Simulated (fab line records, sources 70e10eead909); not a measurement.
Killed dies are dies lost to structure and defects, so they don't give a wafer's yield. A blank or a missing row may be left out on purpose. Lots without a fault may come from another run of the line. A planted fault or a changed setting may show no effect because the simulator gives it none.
Tool commonality check | flow nand_harc | 11 lots, 33 wafers sampled

WHY IT WAS OPENED
At NHARC_A_M0_CD_MEAS_09 the reading cd_nm is flagged on 2 of 11 lots. Wafers without a fault read 79.9 nm, standard deviation 0.7.
Rule: a lot is flagged when every wafer of it that has a number lies more than 4 standard deviations from that mean, or none has a number. The other lots count as sound.

lot  | measured     | on        | cd_nm (nm), wafer by wafer | flag
L453 | day 17 16:26 | cd_sem-02 | 79.9 80.6 80.4             |
L463 | day 20 06:25 | cd_sem-01 | 92.5 94.0 93.2             | FLAGGED
L461 | day 20 07:10 | cd_sem-03 | 90.3 90.8 90.3             | FLAGGED
L466 | day 21 20:13 | cd_sem-03 | 79.6 80.2 80.5             |
L470 | day 22 13:08 | cd_sem-01 | 80.3 80.2 80.3             |
L469 | day 22 13:35 | cd_sem-03 | 80.3 81.3 81.5             |
L473 | day 22 21:52 | cd_sem-01 | 80.4 80.4 79.8             |
L472 | day 23 00:59 | cd_sem-02 | 79.1 79.8 80.4             |
L475 | day 23 08:08 | cd_sem-03 | 79.6 80.0 80.3             |
L474 | day 23 08:49 | cd_sem-02 | 80.5 79.4 79.8             |
L476 | day 24 00:19 | cd_sem-03 | 79.4 80.2 81.0             |
The numbers of the flagged lots are 91.8 nm on average: +11.9 nm against the usual, or +17 standard deviations.

WHICH TOOL RAN EACH LOT
The record holds 2 process steps before the reading, out of a route of 1159 steps. In each cell: the tool, then ch and the chambers that the sampled wafers went through, then the start.
lot  | flag    | NHARC_A_BLC_CVD_24                       | NHARC_A_M0_PEB_07
L453 |         | cvd_w-02 ch 0,1, day 17 16:22 or earlier | litho_track-06 ch 0, day 17 16:22
L463 | FLAGGED | cvd_w-01 ch 1, day 20 06:20 or earlier   | litho_track-01 ch 0, day 20 06:20
L461 | FLAGGED | cvd_w-01 ch 1, day 20 07:05 or earlier   | litho_track-01 ch 0, day 20 07:05
L466 |         | cvd_w-01 ch 0,1, day 21 20:08 or earlier | litho_track-06 ch 0, day 21 20:08
L470 |         | cvd_w-02 ch 0,1, day 22 13:04 or earlier | litho_track-04 ch 0, day 22 13:04
L469 |         | cvd_w-02 ch 0, day 22 13:31 or earlier   | litho_track-04 ch 0, day 22 13:31
L473 |         | cvd_w-02 ch 0,1, day 22 21:47 or earlier | litho_track-06 ch 0, day 22 21:47
L472 |         | cvd_w-01 ch 0,1, day 23 00:54 or earlier | litho_track-06 ch 0, day 23 00:54
L475 |         | cvd_w-01 ch 0,1, day 23 08:03 or earlier | litho_track-04 ch 0, day 23 08:03
L474 |         | cvd_w-02 ch 1, day 23 08:44 or earlier   | litho_track-01 ch 0, day 23 08:44
L476 |         | cvd_w-01 ch 0,1, day 24 00:14 or earlier | litho_track-01 ch 0, day 24 00:14
What these steps do:
- NHARC_A_BLC_CVD_24: deposits W, target thk 150 nm, time 434 s.
- NHARC_A_M0_PEB_07: peb time 65 s.
- NHARC_A_M0_CD_MEAS_09: target cd 80 nm.

FLAGGED OVER TOTAL, TOOL BY TOOL (the gauges that took the reading come last)
step                  | tool           | lots run | flagged | share of the flagged lots | sound lots run after its first flagged lot
NHARC_A_BLC_CVD_24    | cvd_w-01       | 6        | 2       | all                       | 4 (L466,L472,L475,L476)
NHARC_A_BLC_CVD_24    | cvd_w-02       | 5        | 0       | none                      | -
NHARC_A_M0_PEB_07     | litho_track-01 | 4        | 2       | all                       | 2 (L474,L476)
NHARC_A_M0_PEB_07     | litho_track-04 | 3        | 0       | none                      | -
NHARC_A_M0_PEB_07     | litho_track-06 | 4        | 0       | none                      | -
NHARC_A_M0_CD_MEAS_09 | cd_sem-01      | 3        | 1       | some                      | 2 (L470,L473)
NHARC_A_M0_CD_MEAS_09 | cd_sem-02      | 3        | 0       | none                      | -
NHARC_A_M0_CD_MEAS_09 | cd_sem-03      | 5        | 1       | some                      | 4 (L466,L469,L475,L476)
NHARC_A_BLC_CVD_24 gives no start for some lots, so the hours and the order of its lots are those of NHARC_A_M0_PEB_07.

WHAT THE TABLE ALLOWS
2 rows of the table ran every flagged lot: cvd_w-01 at NHARC_A_BLC_CVD_24, litho_track-01 at NHARC_A_M0_PEB_07.
- cvd_w-01 at NHARC_A_BLC_CVD_24: 2 of its 6 lots flagged. Sound lots ran on it after the first flagged one (L466, L472, L475, L476), which a lasting fault on the whole tool wouldn't allow.
- litho_track-01 at NHARC_A_M0_PEB_07: 2 of its 4 lots flagged. Sound lots ran on it after the first flagged one (L474, L476), which a lasting fault on the whole tool wouldn't allow. Its own readings lie more than 4 standard deviations out on every wafer of the flagged lots: heater_power_total_W, plate_temp_C.
No row of the table ran every flagged lot and no sound lot after the first.

WHAT THE SIMULATOR HAD PUT IN
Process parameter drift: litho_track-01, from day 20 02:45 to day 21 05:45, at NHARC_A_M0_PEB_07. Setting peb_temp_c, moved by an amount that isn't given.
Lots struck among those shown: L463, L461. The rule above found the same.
